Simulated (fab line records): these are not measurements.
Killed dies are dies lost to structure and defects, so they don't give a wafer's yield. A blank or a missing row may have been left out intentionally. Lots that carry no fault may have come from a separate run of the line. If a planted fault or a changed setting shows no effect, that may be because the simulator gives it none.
Matching of chambers -- flow n5_finfet -- N5_PASSIVATION_PECVD_35 on pecvd-02: 3 sister chambers
The step deposits SiNx from SiH4/NH3/N2, target thk 700 nm, time 151.3 s. 16 wafers are shown with their chamber, then 7 later ones without.

== EACH WAFER AND ITS CHAMBER ==
wafer,chamber,throttle_valve_pct (%),showerhead_plenum_p_Torr (Torr),run_length_s (s)
L898.1,1,30.1,8.705,194.1
L898.4,2,28.4,8.655,196.1
L898.6,2,28.4,8.630,195.9
L899.1,1,30.2,8.700,194.8
L899.2,2,28.4,8.646,195.8
L899.4,1,30.4,8.718,194.3
L901.2,2,28.5,8.647,196.4
L901.4,2,28.6,8.622,196.1
L905.6,0,30.5,8.647,195.4
L906.4,1,30.1,8.706,194.4
L906.6,2,28.4,8.639,196.3
L914.2,2,28.9,8.618,196.3
L914.5,2,28.9,8.634,196.0
L914.6,0,30.6,8.670,195.8
L916.1,1,30.3,8.694,195.0
L916.2,0,30.5,8.664,195.4

SIGNATURES, as means of the wafers listed above
reading,chamber 0,chamber 1,chamber 2,scatter within a chamber
throttle_valve_pct,30.533,30.220,28.562,0.178
showerhead_plenum_p_Torr,8.66033,8.70460,8.63638,0.0116
run_length_s,195.533,194.520,196.113,0.272
Rule: a wafer's distance from a chamber is the root of the sum, over the readings, of the square of ((its reading less the chamber's mean) divided by the reading's scatter). If the next closest chamber is less than 2 further off than the closest, the wafer can't be placed; otherwise it belongs to the closest. The scatter: take each reading less its chamber's mean, square it, sum over the shown wafers, divide by the number of wafers less the number of chambers, and take the root.

== WAFERS WITH NO CHAMBER GIVEN ==
wafer,throttle_valve_pct (%),showerhead_plenum_p_Torr (Torr),run_length_s (s)
L916.5,30.3,8.710,194.5
L919.1,30.1,8.648,196.1
L919.2,30.3,8.710,194.9
L919.3,30.2,8.715,194.8
L920.1,28.9,8.641,196.9
L920.4,28.8,8.646,196.4
L920.5,30.4,8.719,194.3

== CHAMBER TAKEN BY EACH ==
wafer,from the rows above,in truth
L916.5,1,1
L919.1,0,0
L919.2,1,1
L919.3,1,1
L920.1,2,2
L920.4,2,2
L920.5,1,1
Correctly placed: 7 of 7. Number that these rows cannot place: 0. Wrongly placed: 0.
